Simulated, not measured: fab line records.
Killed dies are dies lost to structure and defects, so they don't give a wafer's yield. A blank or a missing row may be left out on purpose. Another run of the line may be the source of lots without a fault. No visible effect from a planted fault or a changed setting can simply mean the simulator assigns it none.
One fault through the eyes of 3 desks ; flow n5_finfet ; numbers are kept per desk, each desk with only its own; the story behind them comes last
Where a reading is given only as a bound, like >300, the bound stands for it, and a mean or a difference that rests on one is marked > or <: the true number lies beyond.

THE TOOL OWNER'S DESK: wet_bench-04
The tool's own readings at N5_HKMG_FIN_PRECLEAN_64 (cleans in dHF, time 30 s): means of the sampled wafers that have a number, for each lot that ran on this tool. Marked OUT: a lot whose mean sits more than 4 standard deviations from the usual mean, which makes it out of limits; the brackets give that distance.
Columns: A = temp_c at N5_HKMG_FIN_PRECLEAN_64, usual 24.98 C
lot;first seen here;A
L480;day 6 04:04;25.07
L487;day 7 20:37;25.03
This desk's verdict: no lot among the 2 shows anything out of limits.

THE DEFECT DESK
Lot by lot, what the route's inspections counted, given as the mean of those sampled wafers with a number. Marked OUT: a lot whose mean sits more than 4 standard deviations from the usual mean, which makes it out of limits; the brackets give that distance.
Columns: A = raw_defect_count at N5_HKMG_FIN_INSPECT_14, usual 1.9
lot;first seen here;A
L472;day 4 06:20;2.5
L480;day 6 05:23;2.3
L487;day 7 21:49;>101 (>+66) OUT
L492;day 9 05:16;1.3
L494;day 9 17:58;2.7
This desk's verdict: out of limits on L487, starting with L487 at day 7 21:49 (raw_defect_count at N5_HKMG_FIN_INSPECT_14). L472, L480, L492, L494 stayed within limits.

METROLOGY DESK
What the gauges read, lot by lot, whatever tool the lot ran on: means of the sampled wafers that have a number. Marked OUT: a lot whose mean sits more than 4 standard deviations from the usual mean, which makes it out of limits; the brackets give that distance.
Columns: A = HK_THK at N5_HKMG_FIN_THK_MEAS_70, usual 1.598 nm; B = cd_nm at N5_HKMG_FIN_CD_MEAS_12, usual 93.1 nm; C = NWFM_OVL at N5_HKMG_FIN_OVL_MEAS_13, usual -0.1 nm
lot;first seen here;A;B;C
L472;day 4 05:31;1.609;93.7;-1.1
L480;day 6 04:28;1.609;93.8;-0.6
L487;day 7 21:01;1.613;93.8;0.8
L492;day 9 04:27;1.602;94.0;0.5
L494;day 9 17:02;1.592;91.8;0.5
This desk's verdict: no lot among the 5 shows anything out of limits.

PUT TOGETHER
The defect desk could have raised an alarm at day 7 21:49, on L487.
Nothing out of limits was seen by the tool owner's desk.
From the metrology desk's view, nothing was out of limits.
On record at the tool owner's desk: L487, within its limits.
The metrology desk holds a record of L487, inside its limits.
The lots listed all ran N5_HKMG_FIN_PRECLEAN_64 on wet_bench-04.

WHAT THE SIMULATOR PUT IN
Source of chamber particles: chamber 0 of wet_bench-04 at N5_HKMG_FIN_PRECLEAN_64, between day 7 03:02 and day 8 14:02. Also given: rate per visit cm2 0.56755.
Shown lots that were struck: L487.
Hours from the fault's start to each desk's first reading out of limits: the defect desk, 19.
